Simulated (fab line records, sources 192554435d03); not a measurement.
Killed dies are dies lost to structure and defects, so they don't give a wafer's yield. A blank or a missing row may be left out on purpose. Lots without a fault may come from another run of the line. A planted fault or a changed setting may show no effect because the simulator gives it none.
Split-lot experiment | flow n5_finfet | 7 lots, 21 wafers read, on a route of 1938 steps

THE SPLIT
At N5_MOL_CONTACT_COAG_ALD_133 (deposits SiO2, target thk 5 nm, pulse time 1 s, co reactant pulse time 1 s), the setting ald_cycles was moved away from the recipe's 35 on 6 of the 21 wafers read, by -14.3% to +14.3%. The other wafers ran this setting at the recipe's value.

The reading is taken at the split's own step.

THE READING
SiO2_of_MOL_CONTACT_COAG_ALD_133.thk_nm (the simulator's own value, which no gauge read), in nm, at N5_MOL_CONTACT_COAG_ALD_133 (deposits SiO2, target thk 5 nm, pulse time 1 s, co reactant pulse time 1 s). The file gives no usual value for it.

wafer  | tool, chamber at the split | ald_cycles as run | against the recipe | SiO2_of_MOL_CONTACT_COAG_ALD_133.thk_nm, nm | against lot-mates on the recipe
L079.1 | ald_sin-01, 2              | 39                | +11.4%             | 5.6                                         | +0.6
L079.2 | ald_sin-01, 0,2            | 35                | recipe             | 5                                           | -
L079.5 | ald_sin-01, 0,2            | 35                | recipe             | 5                                           | -
L080.1 | ald_sin-03, 3,2            | 35                | recipe             | 5                                           | -
L080.3 | ald_sin-03, 3,2            | 35                | recipe             | 5                                           | -
L080.5 | ald_sin-03, 1              | 32                | -8.6%              | 4.6                                         | -0.4
L084.2 | ald_sin-03, 1,0            | 35                | recipe             | 5                                           | -
L084.3 | ald_sin-03, 1,0            | 35                | recipe             | 5                                           | -
L084.4 | ald_sin-03, 2              | 40                | +14.3%             | 5.8                                         | +0.8
L088.1 | ald_sin-03, 2,3,1          | 35                | recipe             | 5                                           | -
L088.3 | ald_sin-03, 2,3,1          | 35                | recipe             | 5                                           | -
L088.4 | ald_sin-03, 2,3,1          | 35                | recipe             | 5                                           | -
L089.2 | ald_sin-02, 2,0,1          | 35                | recipe             | 5                                           | -
L089.3 | ald_sin-02, 2,0,1          | 35                | recipe             | 5                                           | -
L089.6 | ald_sin-02, 2,0,1          | 35                | recipe             | 5                                           | -
L091.3 | ald_sin-03, 1,0            | 35                | recipe             | 5                                           | -
L091.6 | ald_sin-03, 1,0            | 35                | recipe             | 5                                           | -
L091.4 | ald_sin-03, 0              | 37                | +5.7%              | 5.2                                         | +0.2
L096.1 | ald_sin-03, 2,3            | 30                | -14.3%             | 4.2                                         | -0.8
L096.4 | ald_sin-03, 2,3            | 30                | -14.3%             | 4.2                                         | -0.8
L096.3 | ald_sin-03, 1              | 35                | recipe             | 5                                           | -
Where a row lists several chambers, the file gives one row for several wafers and doesn't say which wafer went through which chamber.

THE FIT
A straight line over all 21 wafers: SiO2_of_MOL_CONTACT_COAG_ALD_133.thk_nm changes by +0.0538 nm for each +1% of ald_cycles; r = +1.00; the points scatter about the line by 0.031 nm.
The same after taking each lot's own level away (the mean of its wafers on the recipe; 21 wafers): +0.0538 nm for each +1%; r = +1.00; scatter 0.031 nm.
On that fit, the largest move of ald_cycles shifts the reading by 0.77 nm.
The lots' own levels span 5.00 to 5.00 nm.
So the lot-to-lot level changes the slope little: the two slopes agree.
Check: with one of the wafers moved furthest among these (-14.3%) left out of the fit, the line predicts -0.763 nm for it against its lot-mates. It came out at -0.8 nm against them.

OTHER SPLITS ON THESE WAFERS
These wafers also went through other splits before the reading. Each is held against what the fit with the lots' levels taken away leaves over:
other split on the same wafers        | wafers away from the commonest value | r with SiO2_of_MOL_CONTACT_COAG_ALD_133.thk_nm (lot level and that fit taken away)
N5_MOL_CONTACT_COAG_EXPOSE_05 dose_mj | 9                                    | -0.59

THE FILE'S OWN FIT
SiO2_of_MOL_CONTACT_COAG_ALD_133.thk_nm changes by +0.0532 nm for each +1% of ald_cycles, r = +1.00.
